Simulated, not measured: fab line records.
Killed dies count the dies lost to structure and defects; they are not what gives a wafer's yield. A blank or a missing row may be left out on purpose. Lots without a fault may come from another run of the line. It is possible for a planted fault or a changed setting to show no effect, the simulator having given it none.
A struck lot beside a sound one :: flow nand harc :: 11 out of 1302 route steps
Sound: the wafers L637.2, L637.3, L637.6. Wafers L631.2, L631.5, L631.6 were the ones struck. The cause is given at the end.
Each step with rows lists, per side, the tool, then ch with its chambers, then its first start. Under that, the readings that differ: sound wafers :: struck wafers :: difference of the means :: sigmas: that difference in standard deviations of wafers without a fault.
alike: readings whose means differ by less than 2 such deviations, and words and numbers that are the same on both sides. not compared: withheld readings, readings that some wafer has no value for, bounds like >300 that may hide the same value, and numbers for which the record gives no deviation and whose values overlap.
A row with sigmas, a row that says differs or no value, or rows on one side alone: a step with any of these is where the two part. Non-overlapping numbers with no deviation appear without sigmas and do not part them. Lack of a reading on every wafer of one side parts them only where that side has two or more wafers.

first, 1 step without rows for these wafers: NHARC_A_WL_FILL_CVD_23 (deposits poly-Si, target thk 40 nm, time 800 s).
NHARC_A_WL_FILL_ETCHBACK_26: etches the open film in HBr, target depth 52 nm, time 13.3 s.
  sound on rie si-02 ch 0,1,3, day 28 13:30; struck on rie si-05 ch 0,3, day 26 10:56
  alike: drypump motor current A, oes product au, throttle valve pct
  not compared: rf hours counter h
then, 2 steps without rows for these wafers: NHARC_A_WL_FILL_PRECLEAN_30 (cleans in dHF, time 10 s); NHARC_A_WL_FILL_SRD_14.
NHARC_A_WL_FILL_ALD_19: deposits TiN, target thk 2 nm, pulse time 3 s, ald cycles 100.
  sound on ald metal-03 ch 1,2,3, day 28 13:48; struck on ald metal-04 ch 1,2, day 26 11:13
  alike: heater power w, precursor pulse height rel
NHARC_A_WL_FILL_CVD_20: deposits W, target thk 100 nm, time 74 s.
  sound on cvd w-01 ch 1; struck on cvd w-01 ch 0,1
  alike: heater power w, mfc wf6 sccm, throttle valve pct
NHARC_A_WL_FILL_CMP_12: polishes, t overpolish 30 s, target thk 100 nm.
  sound on cmp-04 ch 0,1,2, day 28 14:10; struck on cmp-03 ch 0,1, day 26 11:36
  alike: motor current A, overpolish run s, time to endpoint s
then, 1 step without rows for these wafers: NHARC_A_WL_FILL_SRD_31.
NHARC_A_WL_FILL_INSPECT_15:
  struck on defect inspect-01, day 26 12:02; sound on defect inspect-01, day 28 14:38
  alike: raw defect count
NHARC_A_CONTACT_DEP_24: deposits SiO2, target thk 500 nm.
  sound on pecvd-02 ch 0,1, day 28 14:46; struck on pecvd-02 ch 0,2, day 26 12:14
  no value came back on the struck wafers for chamber pressure Torr (Torr), flow sccm (sccm), heater power w (W), throttle valve pct (%); on the sound wafers chamber pressure Torr (Torr) reads 6.517 6.490 6.535
-- the record jumps here: 3 days lie between the struck wafers' starts before and after (it left off in module A_CONTACT and takes up again in module END, whose first step shown is number 1302 of the route) --
NHARC_END_SORT_01:
  at this point the record logs the struck wafers (prober-01 ch 0, day 29 20:13) and has no rows for the sound ones

## WHERE THEY PART
Last at NHARC_END_SORT_01 as far as this record goes, first at NHARC_A_CONTACT_DEP_24.

WHY: the cause the simulator had injected
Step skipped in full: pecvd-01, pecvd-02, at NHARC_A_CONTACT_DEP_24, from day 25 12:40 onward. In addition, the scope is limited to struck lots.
